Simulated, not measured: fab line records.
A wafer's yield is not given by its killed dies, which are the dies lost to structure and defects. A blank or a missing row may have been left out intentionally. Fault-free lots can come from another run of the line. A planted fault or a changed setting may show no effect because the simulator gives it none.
fab line records	flow n5_finfet
[record] lots = 4	wafers = 12	last_day = 19
route steps=1938 shown HKMG_FIN@433 GATE_CUT@465 BEOL_M4@1111 PASSIVATION@1936
lots untouched by any fault: they come from a run of this same line in which no faults occurred
start_h: hours from the record's opening day to when the first of the lot's shown wafers began	wait_h: time in hours since the lot's previous step	" the same as in the row above	L1.1+2: a row that stands for several wafers	- either no value or no given start	* or withheld: withheld	< > ~ a bound
route shown NAME@n: names a module that has steps shown in the file, with the first one's number in the route	usual: the fault-free wafers' mean and standard deviation	same: alike in all rows	chamber/n: place in a boat	sites: per-site readings	_std_site: the values' standard deviation	_edge_site: inner sites' mean taken away from outer sites' mean	radius_mm: for every site, how far away it sits from the centre of the wafer	mask NAME#n: copy n	behind: the tool/chamber that last shaped the wafer	hold: the reason the lot was held/the length of the hold in hours/how it ended	device: which transistor (n, p or np) failed to switch	end of line: tests run on the same wafers once the route is complete	where a step has no rows: the recipe by itself	killed: the dies lost at the first sort to structure and to defects; this is not the yield of the wafer	map: per-die view of a wafer (x killed, . not killed, _ where there is no die)
set.NAME: setting as actually run; set.NAME@STEP: the setting as run at that earlier step	model.NAME: the simulator's own value behind a step, which no gauge read
lots seen at some steps along the route; tables by step, rows by wafer
[[steps]]
[step N5_HKMG_FIN_DESCUM_17]
[recipe] chemistry = O2	time_s = 7.9	source_power_w = 50	bias_power_w = 20	pressure_mtorr = 20	rf_frequency_hz = 2.712e+07	temp_c = 40	resist = CAR-ArF	o2_flow_sccm = 225
[step N5_HKMG_FIN_ETCH_31]
[recipe] chemistry = CF4	target = SiARC	target_depth_a = 455	mask_material = CAR-ArF	time_s = 75.8	ion_energy_ev = 80	pressure_mtorr = 40	source_w = 545	bias_w = 36	Ar_flow_sccm = 100	cf4_flow_sccm = 100	ends = cleared
[step N5_HKMG_FIN_ETCH_32]
[recipe] chemistry = N2/H2	target = SOC	target_depth_a = 2400	temp_c = 40	time_s = 300	ion_energy_ev = 200	mask_material = SiARC	pressure_mtorr = 30	source_w = 840	bias_w = 150	n2_flow_sccm = 200	h2_flow_sccm = 200
[step N5_HKMG_FIN_STRIP_33]
[recipe] chemistry = N2/H2	temp_c = 40	n2_flow_sccm = 200	h2_flow_sccm = 200	rf_frequency_hz = 6e+07
[step N5_HKMG_FIN_STRIP_34]
[recipe] chemistry = CF4	resist = SiARC	power_w = 300	bias_power_w = 75	pressure_mtorr = 50	cf4_flow_sccm = 150	rf_frequency_hz = 6e+07
[step N5_HKMG_FIN_ETCH_35]
[recipe] chemistry = N2/H2	target = SOC	target_depth_a = 2158	ion_energy_ev = 65	bias_w = 5	source_w = 3000	time_s = 243.4	pressure_mtorr = 30	n2_flow_sccm = 200	h2_flow_sccm = 200
[step N5_HKMG_FIN_STRIP_92]
[recipe] chemistry = N2/H2	material = SOC	time_s = 20	power_w = 500	temp_c = 40	pressure_mtorr = 50	rf_frequency_hz = 6e+07	bias_power_w = 8	h2_frac = 0.5	n2_flow_sccm = 300	h2_flow_sccm = 300
[step N5_HKMG_FIN_WET_ETCH_18]
[recipe] chemistry = SC1	target = TiN	mix = 1:1:5	temp_c = *	time_s = 55	target_depth_nm = 5.2	dry = ipa_marangoni	rinse_time_s = 30	rinse_temp_c = 23
[step N5_HKMG_FIN_STRIP_19]
[recipe] chemistry = N2/H2	power_w = 2500	temp_c = 300	h2_frac = 0.65	time_s = 360	pressure_mtorr = withheld	n2_flow_sccm = 1750	h2_flow_sccm = 3250
[step N5_HKMG_FIN_ALD_91]
[recipe] material = TiN	target_thk_a = 10	temp_c = 400	ald_precursor_family = TiCl4	ald_co_reactant = NH3	pulse_time_s = 1	purge_time_s = 3	co_reactant_purge_time_s = 2	co_reactant_pulse_time_s = 2	ald_cycles = 47	pressure_torr = 3
[usual] heater_power_outer_w = 514/54	heater_power_w = 850/78	precursor_pulse_height_rel = 1.000/0.021	susceptor_temp_C = 399.97/0.23
lot.wafer	tool	chamber	start_h	wait_h	heater_power_outer_w	heater_power_w	precursor_pulse_height_rel	susceptor_temp_C
L965.1	ald_metal-03	2	91.19	0.3	523	885	0.995	399.52
L965.3	"	1	"	"	509	878	0.972	399.83
L965.5	"	2	"	"	523	880	1.000	399.88
L970.1	ald_metal-03	2	119.54	0.3	433	737	0.992	372.28
L970.2	"	0	"	"	450	768	1.020	372.43
L970.4	"	1	"	"	424	711	1.002	372.05
L975.1	ald_metal-03	2	155.41	0.3	432	739	1.046	372.34
L975.3	"	1	"	"	425	720	0.985	372.34
L975.4	"	0	"	"	453	745	1.028	371.93
L985.1	ald_metal-04	1	208.91	0.3	565	974	0.999	399.81
L985.4	"	2	"	"	531	837	1.002	400.54
L985.5	"	2	"	"	529	829	0.993	400.30
[step N5_HKMG_FIN_COAT_85]
[recipe] resist = SOC	temp_c = 250	time_s = 60	spin_rpm = 1500	resist_thk_nm = 300
[step N5_HKMG_FIN_ETCH_86]
[recipe] chemistry = N2/H2	target = SOC	target_depth_a = 3932	stop_on = TiN	ion_energy_ev = 100	bias_w = 61	pressure_mtorr = 30	source_w = 850	n2_flow_sccm = 200	h2_flow_sccm = 200
[step N5_HKMG_FIN_STRIP_89]
[recipe] chemistry = N2/H2	material = SOC	time_s = 20	power_w = 500	temp_c = 40	pressure_mtorr = 50	rf_frequency_hz = 6e+07	bias_power_w = 8	h2_frac = 0.5	n2_flow_sccm = 300	h2_flow_sccm = 300
[step N5_HKMG_FIN_WET_ETCH_87]
[recipe] chemistry = SC1	target = TiN	mix = 1:2:40	temp_c = 50	time_s = 154.2	target_depth_nm = 4.7	dry = ipa_marangoni	rinse_time_s = 30	rinse_temp_c = 23
[step N5_HKMG_FIN_STRIP_88]
[recipe] chemistry = N2/H2	power_w = 2500	temp_c = 300	h2_frac = 0.65	time_s = 360	pressure_mtorr = withheld	n2_flow_sccm = 1750	h2_flow_sccm = 3250
[step N5_HKMG_FIN_NWFM_ALD_20]
[recipe] material = TiAlC	target_thk_a = 20	temp_c = 300	ald_precursor_family = TiCl4	ald_co_reactant = TEA	pulse_time_s = 3	purge_time_s = 2	co_reactant_purge_time_s = 2	co_reactant_pulse_time_s = 10	ald_cycles = 7	pressure_torr = 3
[step N5_HKMG_FIN_ALD_71]
[recipe] material = TiN	target_thk_a = 10	temp_c = 400	ald_precursor_family = TiCl4	ald_co_reactant = NH3	pulse_time_s = 1	purge_time_s = 3	co_reactant_purge_time_s = 2	co_reactant_pulse_time_s = 2	ald_cycles = 47	pressure_torr = 3
[step N5_HKMG_FIN_COAT_66]
[recipe] resist = SOC	temp_c = 250	time_s = 60	spin_rpm = 1500	resist_thk_nm = 300
[step N5_HKMG_FIN_ETCH_67]
[recipe] chemistry = N2/H2	target = SOC	target_depth_a = 3889	stop_on = TiN	ion_energy_ev = 100	bias_w = 61	pressure_mtorr = 30	source_w = 850	n2_flow_sccm = 200	h2_flow_sccm = 200
[step N5_HKMG_FIN_STRIP_90]
[recipe] chemistry = N2/H2	material = SOC	time_s = 20	power_w = 500	temp_c = 40	pressure_mtorr = 50	rf_frequency_hz = 6e+07	bias_power_w = 8	h2_frac = 0.5	n2_flow_sccm = 300	h2_flow_sccm = 300
[step N5_HKMG_FIN_WET_ETCH_73]
[recipe] chemistry = SC1	mix = 1:2:40	temp_c = 50	time_s = 42.3	target_depth_nm = 1.3	dry = ipa_marangoni	rinse_time_s = 30	rinse_temp_c = 23
[step N5_HKMG_FIN_ETCHBACK_68]
[recipe] chemistry = Cl2/Ar	stop_on = HfO2	target_depth_a = 5	pressure_mtorr = 10	icp_w = 600	bias_w = 60	Cl2_flow_sccm = 40	Ar_flow_sccm = 60
[step N5_HKMG_FIN_STRIP_69]
[recipe] chemistry = N2/H2	power_w = 2500	temp_c = 300	h2_frac = 0.65	time_s = 360	pressure_mtorr = withheld	n2_flow_sccm = 1750	h2_flow_sccm = 3250
[step N5_HKMG_FIN_ALD_21]
[recipe] material = TiN	target_thk_a = 15	temp_c = 400	ald_precursor_family = TiCl4	ald_co_reactant = NH3	pulse_time_s = 1	purge_time_s = 3	co_reactant_purge_time_s = 2	co_reactant_pulse_time_s = 2	ald_cycles = 68	pressure_torr = 3
[step N5_HKMG_FIN_ALD_72]
[recipe] material = W	target_thk_a = 20	temp_c = 300	pressure_torr = 7.5	ald_precursor_family = WF6	ald_co_reactant = B2H6	pulse_time_s = 1	purge_time_s = 2	co_reactant_purge_time_s = 2	co_reactant_pulse_time_s = 3	ald_cycles = 7
[step N5_HKMG_FIN_W_FILL_22]
[recipe] material = W	target_thk_a = 600	temp_c = 400	pressure_torr = 39.4	time_s = 18.2
[step N5_HKMG_FIN_PRECLEAN_83]
[recipe] chemistry = DIW	time_s = 57.5	temp_c = 23
[step N5_HKMG_FIN_SRD_84]
[recipe] dry_time_s = 32	dry = n2_spin	spin_rpm = 1500
[step N5_HKMG_FIN_CMP_23]
[recipe] stop_on = SiNx	t_overpolish_s = 10	post_cmp_clean = rinse_only	down_force_psi = 4	platen_rpm = 50.289	pad_velocity_m_s = 1.0006	target_thk_nm = 46.326
[step N5_HKMG_FIN_CMP_94]
[recipe] stop_on = SiNx	post_cmp_clean = w_dilute_nh4oh	t_overpolish_s = 4.7	down_force_psi = 4	platen_rpm = 50.289	pad_velocity_m_s = 1.0006	target_thk_nm = 43.299
[step N5_GATE_CUT_ETCHBACK_00]
[recipe] chemistry = SF6/Cl2	target = W	pressure_mtorr = 8	icp_w = 900	bias_w = 80	SF6_flow_sccm = 40	Cl2_flow_sccm = 60
[step N5_GATE_CUT_ETCH_56]
[recipe] chemistry = Cl2/Ar	target = TiN	target_depth_a = 216	pressure_mtorr = 10	icp_w = 600	bias_w = 60	Cl2_flow_sccm = 40	Ar_flow_sccm = 60
[step N5_GATE_CUT_ETCHBACK_30]
[recipe] chemistry = Cl2/Ar	target = TiN	target_depth_a = 30	mode = isotropic	pressure_mtorr = 10	icp_w = 600	bias_w = 60	Cl2_flow_sccm = 40	Ar_flow_sccm = 60
[step N5_GATE_CUT_VAPOR_ETCH_60]
[recipe] chemistry = BCl3/Cl2	target = HfO2	mode = isotropic
[step N5_GATE_CUT_ETCH_58]
[recipe] chemistry = CH3F/O2	target = SiNx	target_depth_a = 170	time_s = 128.6	ion_energy_ev = 50	pressure_mtorr = 30	source_w = 415	bias_w = 21	Ar_flow_sccm = 150	CH3F_flow_sccm = 30	O2_flow_sccm = 20
[step N5_GATE_CUT_STRIP_59]
[recipe] chemistry = N2/H2	time_s = 20	power_w = 100	temp_c = 40	pressure_mtorr = 100	rf_frequency_hz = 6e+07	bias_power_w = 3	n2_flow_sccm = 300	h2_flow_sccm = 300
[step N5_GATE_CUT_PRECLEAN_31]
[recipe] temp_c = 23	chemistry = DIW	time_s = 300
[step N5_BEOL_M4_RC_MEAS_101]
[usual] DIBL_N = 36.6/1.9	DIBL_P = 36.7/2.2	IOFF_N = 0.16/0.035	IOFF_N_85C = 3.2/0.57	IOFF_N_LIN = 0.074/0.013	IOFF_N_LONG = 5.48e-05/2.4e-06	IOFF_P = 0.22/0.038	ION_N = 672/14	ION_P = 462/8.3	SS_N = 71.6/0.65	SS_P = 73.5/0.72	VT_N = 250/3.5	VT_N_LONG = 275.1/2.1	VT_N_LVT = 99/3.7	VT_P = -250/3.1
lot.wafer	tool	chamber	start_h	wait_h	DIBL_N[mV/V]	DIBL_P[mV/V]	IOFF_N[nA/um]	IOFF_N_85C[nA/um]	IOFF_N_LIN[nA/um]	IOFF_N_LONG[nA/um]	IOFF_P[nA/um]	ION_N[uA/um]	ION_P[uA/um]	SS_N[mV/dec]	SS_P[mV/dec]	VT_N[mV]	VT_N_LONG[mV]	VT_N_LVT[mV]	VT_P[mV]
L965.1	prober-02	0	218.22	0.0	32.9	32.0	0.11	2.3	0.055	5.46e-05	0.17	673	468	70.0	72.3	252	275.9	103	-248
L965.3	"	0	"	"	35.2	35.0	0.13	2.7	0.063	5.4e-05	0.21	657	465	70.7	72.8	253	277.0	101	-245
L965.5	"	0	"	"	35.5	35.4	0.14	2.9	0.067	5.48e-05	0.22	659	463	70.8	73.1	251	273.8	101	-247
L970.1	prober-01	0	236.85	0.0	38.4	38.8	0.31	5.4	0.136	7.92e-05	0.19	706	450	72.8	73.3	233	261.4	80	-255
L970.2	"	0	"	"	39.2	40.2	0.33	5.8	0.150	8.02e-05	0.22	731	462	71.9	73.7	233	261.2	79	-255
L970.4	"	0	"	"	40.0	40.8	0.36	6.2	0.153	7.95e-05	0.23	710	452	73.2	74.5	232	260.9	79	-252
L975.1	prober-01	0	257.52	0.0	36.8	34.5	0.23	4.3	0.107	7.73e-05	0.19	700	458	71.9	73.1	239	263.9	88	-251
L975.3	"	0	"	"	35.7	33.8	0.21	4.0	0.099	7.62e-05	0.18	690	458	71.1	72.9	241	265.6	88	-252
L975.4	"	0	"	"	37.9	35.3	0.25	4.6	0.108	7.51e-05	0.20	683	448	71.9	73.7	239	264.8	88	-251
L985.1	prober-02	0	319.66	0.0	36.6	36.0	0.16	3.2	0.076	6.1e-05	0.23	682	472	71.7	72.4	248	274.9	97	-246
L985.4	"	0	"	"	36.7	35.6	0.17	3.3	0.078	6.1e-05	0.23	688	464	71.3	73.1	247	273.8	96	-248
L985.5	"	0	"	"	37.7	38.1	0.19	3.6	0.089	6.02e-05	0.28	692	478	71.9	73.1	246	274.6	96	-244
[step N5_PASSIVATION_PROBE_49]
[usual] defect_limited_yield = 91.6/1.4	killed_at_M0_to_M3 = 35/10	killed_at_M4_up = 13/4.8	killed_at_contacts = 12/7.2	killed_at_front_end = 36/12	killed_at_other = 4/3.1	killed_dies = 100/17	killed_open = 66/13	killed_short = 32/7.3	sort_bin_4_leakage = 0.00/0.0099	sort_bin_5_function = 5.0/0.94	sort_bin_6_memory = 3.1/0.67	sort_n_pass = 1080/17	sort_yield_pct = 91.6/1.4
[same] gross_dies = 1180	killed_at_back_side = 0	sort_bin_8_speed[%] = 0
lot.wafer	tool	chamber	start_h	wait_h	defect_limited_yield[%]	killed_at_M0_to_M3	killed_at_M4_up	killed_at_contacts	killed_at_front_end	killed_at_other	killed_dies	killed_open	killed_short	sort_bin_4_leakage[%]	sort_bin_5_function[%]	sort_bin_6_memory[%]	sort_n_pass	sort_yield_pct[%]
L965.1	prober-01	-	347.61	0.0	91.9	43	12	5	27	8	95	67	26	0	5.1	2.8	1085	91.9
L965.3	prober-01	-	347.71	0.1	90.3	24	15	9	65	2	115	69	46	0	5.9	3.1	1065	90.3
L965.5	prober-01	-	347.81	0.2	92.3	31	8	5	34	13	91	66	24	0	4.7	2.7	1089	92.3
L970.1	prober-01	-	356.78	0.0	92.5	23	9	12	38	7	89	58	30	0.25	3.9	3.4	1088	92.2
L970.2	prober-01	-	356.83	0.1	91.6	29	20	12	36	2	99	62	37	1.36	4.7	3.6	1065	90.3
L970.4	prober-01	-	356.93	0.2	91.9	25	10	9	47	4	95	57	33	3.31	4.2	3.1	1046	88.6
L975.1	prober-02	-	377.05	0.3	91.7	40	5	14	35	4	98	59	39	0	5.0	3.1	1082	91.7
L975.3	prober-02	-	377.15	0.4	91.1	35	17	5	39	9	105	65	40	0	4.7	3.8	1075	91.1
L975.4	prober-02	-	377.20	0.5	88.6	54	11	8	55	6	134	92	41	0	6.9	4.3	1046	88.6
// killed by level:class
L965.1 STI_FIN_REVEAL:geometric_particle:open=10 BEOL_M2:geometric_particle:open=10 BEOL_M3:geometric_particle:open=10 BEOL_M0_SAQP:geometric_particle:short=7 MOL_CONTACT_COAG:geometric_particle:open=5 BEOL_M0_SAQP:geometric_particle:open=5 BEOL_M1:geometric_particle:open=4 GATE_CUT:geometric_particle:short=3
L965.3 FIN_SAQP:geometric_particle:short=15 GATE_CUT:geometric_particle:short=11 FIN_SAQP:geometric_particle:open=10 STI_FIN_REVEAL:geometric_particle:open=10 BEOL_M0_SAQP:geometric_particle:short=6 MOL_CONTACT_COAG:geometric_particle:open=6 BEOL_M0:geometric_particle:open=6 BEOL_M1:geometric_particle:open=5
L965.5 BEOL_M3:geometric_particle:open=12 GATE_CUT:geometric_particle:open=7 BEOL_M0_SAQP:geometric_particle:short=7 FIN_SAQP:geometric_particle:open=6 STI_FIN_REVEAL:geometric_particle:open=6 GATE_CUT:geometric_particle:short=5 PASS1_CAP:geometric_particle:open=5 DUMMY_GATE:geometric_particle:open=4
L970.1 MOL_CONTACT_COAG:geometric_particle:open=11 STI_FIN_REVEAL:geometric_particle:open=8 FIN_SAQP:geometric_particle:short=7 BEOL_M0_SAQP:geometric_particle:short=5 BEOL_M1:geometric_particle:open=5 FIN_SAQP:geometric_particle:open=4 DUMMY_GATE:geometric_particle:open=4 BEOL_M0_SAQP:geometric_particle:open=4
L970.2 STI_FIN_REVEAL:geometric_particle:open=17 BEOL_M4:geometric_particle:open=9 MOL_CONTACT_COAG:geometric_particle:open=8 BEOL_M0_SAQP:geometric_particle:short=8 BEOL_M1:geometric_particle:open=8 STARTING-WAFER:geometric_particle:short=4 FIN_SAQP:geometric_particle:open=4 MOL_CONTACT_COAG:geometric_particle:short=4
L970.4 FIN_SAQP:geometric_particle:open=13 BEOL_M0_SAQP:geometric_particle:short=12 STI_FIN_REVEAL:geometric_particle:open=10 BEOL_M0_SAQP:geometric_particle:open=7 MOL_CONTACT_COAG:geometric_particle:open=6 HKMG_FIN:area_ald=5 FIN_SAQP:geometric_particle:short=3 MOL_CONTACT_COAG:geometric_particle:short=3
L975.1 MOL_CONTACT_COAG:geometric_particle:open=12 FIN_SAQP:geometric_particle:short=11 BEOL_M3:geometric_particle:open=9 BEOL_M0_SAQP:geometric_particle:open=8 BEOL_M0_SAQP:geometric_particle:short=7 FIN_SAQP:geometric_particle:open=6 BEOL_M3:geometric_particle:short=5 FIN_CUT:geometric_particle:short=3
L975.3 FIN_SAQP:geometric_particle:open=13 BEOL_M4:geometric_particle:open=13 FIN_SAQP:geometric_particle:short=8 BEOL_M2:geometric_particle:open=7 BEOL_M0_SAQP:geometric_particle:short=7 BEOL_M1:geometric_particle:short=6 BEOL_M1:geometric_particle:open=6 MOL_CONTACT_COAG:geometric_particle:open=5
L975.4 BEOL_M0_SAQP:geometric_particle:open=19 FIN_SAQP:geometric_particle:open=16 STI_FIN_REVEAL:geometric_particle:open=15 BEOL_M0_SAQP:geometric_particle:short=11 BEOL_M3:geometric_particle:open=9 FIN_SAQP:geometric_particle:short=7 MOL_CONTACT_COAG:geometric_particle:open=6 BEOL_M2:geometric_particle:open=6
// map L970.2 (x killed, . not)
_________________............________________
______________.......x.....x...._____________
___________...x.................x..__________
__________........xx................_________
________.....x..x.x.....x......x......_______
_______...x.............x.........x....______
______x..............................x.._____
_____...x................x...............____
____.x.........x...............xx.x.......___
___...............x.....x.x..x..x.x........__
___............x..x...................x.x..__
__.........................x....x......x..x._
__....xx..............................xx...._
_.....x..............x......xx......x.x......
_...........x...............x.........x......
_.........x..................xx..............
_..........x.................................
_......x....x.................x...x..........
_........................................x...
_......x............xx.........x..........x..
_....x.........x...........x.x...............
__....x.........................xx.........._
__........xx.........................x......_
___........x...............................__
___.....................x...........x......__
____...............x...........x..........___
_____x...................x...x.....x.....____
______.x..........................x....._____
_______.x......xx.......x.x..x.........______
________....xx........................_______
__________.........................._________
___________.x...x....x.........x...__________
______________.x....x..........._____________
_________________............________________
// map L975.4 (x killed, . not)
_________________......x.....________________
______________.x................_____________
___________...xx.....x.........x...__________
__________................x........._________
________...x..........x............x.x_______
_______....xx.....xx.............xx....______
______x.....x..........x...............x_____
_____.........x.x..x..xx..x....xxxx......____
____...........x........x.....x...........___
___.......x.....x.......xx.................__
___.......x........x....x....x.............__
__.....x..........x........................._
__.........x..................x....x........_
_...x......x......x..x...x...................
_.x...x.........xx.............x.............
_..........................xx.......x........
_.......x.............x..x............x...x..
_..xxx...x............xx.................x...
_............xx..x..................x.....x..
_..................................x.x..x....
_..x.......x...x..............xx.............
__.............x..x.....x....x.............._
__.........x.x.......x...x.........x...x...._
___..............x................x....x...__
___.........x...........x.............x.xx.__
____.....x.....xxx..................x.x.x.___
_____.x.............xx....x......x.......____
______...................x.x.......x...._____
_______.x......x......x................______
________............x...............x._______
__________x...xx...........xx.....xx_________
___________......x....x............__________
______________.................._____________
_________________..x.......x.________________
[[key]]
[first_sign] step = N5_HKMG_FIN_ALD_91	reading = susceptor_temp_C	direction = down	sigmas = 99+	usual = *	struck = *
[effect] step = N5_HKMG_FIN_ALD_91	reading = heater_power_outer_w	direction = down	sigmas = 1.5	usual = *	struck = *
[effect] step = N5_BEOL_M4_RC_MEAS_101	reading = IOFF_N_LONG	direction = up	sigmas = 9.6	usual = 5.48e-05	struck = 7.79e-05
[effect] step = N5_BEOL_M4_RC_MEAS_101	reading = VT_N_LONG	direction = down	sigmas = 5.8	usual = 275.1	struck = 262.9
[effect] step = N5_BEOL_M4_RC_MEAS_101	reading = VT_N_LVT	direction = down	sigmas = 4.2	usual = 99	struck = 84
[effect] step = N5_BEOL_M4_RC_MEAS_101	reading = VT_N	direction = down	sigmas = 4.1	usual = 250	struck = 236
[effect] step = N5_BEOL_M4_RC_MEAS_101	reading = IOFF_N_LIN	direction = up	sigmas = 4.1	usual = 0.074	struck = 0.126
[effect] step = N5_BEOL_M4_RC_MEAS_101	reading = IOFF_N	direction = up	sigmas = 3.4	usual = 0.16	struck = 0.28
[effect] step = N5_BEOL_M4_RC_MEAS_101	reading = IOFF_N_85C	direction = up	sigmas = 3.3	usual = 3.2	struck = 5.1
[effect] step = N5_BEOL_M4_RC_MEAS_101	reading = ION_N	direction = up	sigmas = 2.3	usual = 672	struck = 703	wafers_moved = 4
[effect] step = N5_PASSIVATION_PROBE_49	reading = sort_bin_4_leakage	direction = up	sigmas = 9.7	usual = 0.00	struck = 0.82	wafers_moved = 3
met_at N5_HKMG_FIN_ALD_91
struck_wafers L970.1,L970.2,L970.4,L975.1,L975.3,L975.4
onset_between 91.19 119.54
[fault] kind = process_parameter_drift	tool = ald_metal-03	chamber = -	onset_h = 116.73	steps = N5_HKMG_FIN_ALD_91	channel = temp_c	offset = *	shape = step	end_h = 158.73	acts_in = *	stated = *
